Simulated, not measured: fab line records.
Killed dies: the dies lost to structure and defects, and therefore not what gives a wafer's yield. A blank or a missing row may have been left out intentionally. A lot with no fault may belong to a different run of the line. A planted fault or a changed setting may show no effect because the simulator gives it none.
Split-lot study / flow n5_finfet / 21 wafers read across 7 lots, on a route 1938 steps long

== ABOUT THE SPLIT ==
At N5_SD_EPI_N_PEB_07 (peb time 60 s), the setting peb_temp_c was moved away from the recipe's 110 C on 5 of the 21 wafers read, by -2.6% to +0.9%. All remaining wafers had this setting at the recipe value.

== FROM THE SPLIT TO THE READING: what the file shows between them, 1 step ==
- N5_SD_EPI_N_DEVELOP_08: develop time 30 s

== THE READING ==
At N5_SD_EPI_N_CD_MEAS_09: cd_nm in nanometres, against a target cd of 120 nm. Fault-free wafers of this fab line usually give 119.9 nm, standard deviation 0.61 nm.

wafer=L076.2; tool, chamber at the split=litho_track-05, 0; peb_temp_c as run, C=107.2; against the recipe=-2.5%; cd_nm, nm=113.2; against lot-mates on the recipe=-6.5
wafer=L076.3; tool, chamber at the split=litho_track-05, 0; peb_temp_c as run, C=110; against the recipe=recipe; cd_nm, nm=120.1; against lot-mates on the recipe=-
wafer=L076.4; tool, chamber at the split=litho_track-05, 0; peb_temp_c as run, C=110; against the recipe=recipe; cd_nm, nm=119.4; against lot-mates on the recipe=-
wafer=L078.2; tool, chamber at the split=litho_track-03, 0; peb_temp_c as run, C=110; against the recipe=recipe; cd_nm, nm=118.6; against lot-mates on the recipe=-
wafer=L078.3; tool, chamber at the split=litho_track-03, 0; peb_temp_c as run, C=110; against the recipe=recipe; cd_nm, nm=119.0; against lot-mates on the recipe=-
wafer=L078.5; tool, chamber at the split=litho_track-03, 0; peb_temp_c as run, C=110; against the recipe=recipe; cd_nm, nm=118.9; against lot-mates on the recipe=-
wafer=L079.2; tool, chamber at the split=litho_track-05, 0; peb_temp_c as run, C=110; against the recipe=recipe; cd_nm, nm=119.1; against lot-mates on the recipe=-
wafer=L079.3; tool, chamber at the split=litho_track-05, 0; peb_temp_c as run, C=110; against the recipe=recipe; cd_nm, nm=119.5; against lot-mates on the recipe=-
wafer=L079.5; tool, chamber at the split=litho_track-05, 0; peb_temp_c as run, C=110; against the recipe=recipe; cd_nm, nm=119.0; against lot-mates on the recipe=-
wafer=L080.4; tool, chamber at the split=litho_track-02, 0; peb_temp_c as run, C=110; against the recipe=recipe; cd_nm, nm=120.0; against lot-mates on the recipe=-
wafer=L080.5; tool, chamber at the split=litho_track-02, 0; peb_temp_c as run, C=110; against the recipe=recipe; cd_nm, nm=119.7; against lot-mates on the recipe=-
wafer=L080.6; tool, chamber at the split=litho_track-02, 0; peb_temp_c as run, C=110; against the recipe=recipe; cd_nm, nm=120.5; against lot-mates on the recipe=-
wafer=L093.1; tool, chamber at the split=litho_track-03, 0; peb_temp_c as run, C=110; against the recipe=recipe; cd_nm, nm=120.0; against lot-mates on the recipe=-
wafer=L093.3; tool, chamber at the split=litho_track-03, 0; peb_temp_c as run, C=110; against the recipe=recipe; cd_nm, nm=120.0; against lot-mates on the recipe=-
wafer=L093.6; tool, chamber at the split=litho_track-03, 0; peb_temp_c as run, C=110; against the recipe=recipe; cd_nm, nm=119.8; against lot-mates on the recipe=-
wafer=L094.3; tool, chamber at the split=litho_track-05, 0; peb_temp_c as run, C=107.1; against the recipe=-2.6%; cd_nm, nm=112.4; against lot-mates on the recipe=-7.5
wafer=L094.4; tool, chamber at the split=litho_track-05, 0; peb_temp_c as run, C=107.1; against the recipe=-2.6%; cd_nm, nm=112.8; against lot-mates on the recipe=-7.1
wafer=L094.5; tool, chamber at the split=litho_track-05, 0; peb_temp_c as run, C=110; against the recipe=recipe; cd_nm, nm=119.9; against lot-mates on the recipe=-
wafer=L095.2; tool, chamber at the split=litho_track-03, 0; peb_temp_c as run, C=111; against the recipe=+0.9%; cd_nm, nm=122.5; against lot-mates on the recipe=+2.5
wafer=L095.3; tool, chamber at the split=litho_track-03, 0; peb_temp_c as run, C=110; against the recipe=recipe; cd_nm, nm=120.0; against lot-mates on the recipe=-
wafer=L095.4; tool, chamber at the split=litho_track-03, 0; peb_temp_c as run, C=111; against the recipe=+0.9%; cd_nm, nm=121.9; against lot-mates on the recipe=+1.9

THE FIT
A straight line over all 21 wafers: cd_nm changes by +2.64 nm for each +1% of peb_temp_c; r = +0.98; the points scatter about the line by 0.5 nm.
The same after taking each lot's own level away (the mean of its wafers on the recipe; 21 wafers): +2.68 nm for each +1%; r = +1.00; scatter 0.27 nm.
The reading moves by 7.1 nm for the largest change in peb_temp_c, on that fit.
Across the lots, their own levels run from 118.83 to 120.07 nm, a range of 2.0 times the standard deviation given above.
The two slopes agree, so the slope changes little with the lot-to-lot level.
Check: with one of the wafers moved furthest among these (-2.6%) left out of the fit, the line predicts -6.9 nm for it against its lot-mates. Against them it came out at -7.5 nm.

== OTHER SPLITS ON THESE WAFERS ==
Other splits were also applied to these wafers ahead of the reading. Each is held against what the fit with the lots' levels taken away leaves over:
other split on the same wafers=N5_PMOS_HMC_CHANNEL_EPI_COAT_31 spin_rpm; wafers away from the commonest value=7; r with cd_nm (lot level and that fit taken away)=-0.16
other split on the same wafers=N5_PMOS_HMC_CHANNEL_EPI_PEB_07 peb_temp_c; wafers away from the commonest value=8; r with cd_nm (lot level and that fit taken away)=-0.13
other split on the same wafers=N5_FIN_SAQP_ETCH_52 source_w; wafers away from the commonest value=5; r with cd_nm (lot level and that fit taken away)=+0.24

== THE WHOLE CHAIN: every reading that the file lists as answering this split, in the file's order ==
step=N5_SD_EPI_N_CD_MEAS_09; what it does=target cd 120 nm; reading=cd_nm; change (the file's fit)=+2.65 nm for each +1% of the setting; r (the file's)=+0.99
step=N5_SD_EPI_N_DESCUM_14; what it does=chemistry O2, time 7.9 s; reading=SD_EPI_N.cd_nm (the simulator's own value, which no gauge read); change (the file's fit)=+2.74 nm for each +1% of the setting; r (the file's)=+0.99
step=N5_SD_EPI_N_ETCH_34; what it does=etches SiARC in CF4, target depth 45.5 nm, time 75.8 s; reading=SD_EPI_N.cd_nm (the simulator's own value, which no gauge read); change (the file's fit)=+2.77 nm for each +1% of the setting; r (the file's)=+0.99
step=N5_SD_EPI_N_ETCH_35; what it does=etches SOC in N2/H2, overetch 108 nm, time 486 s; reading=SD_EPI_N.cd_nm (the simulator's own value, which no gauge read); change (the file's fit)=+2.85 nm for each +1% of the setting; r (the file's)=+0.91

== THE FILE'S OWN FIT ==
cd_nm changes by +2.65 nm for each +1% of peb_temp_c, r = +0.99.
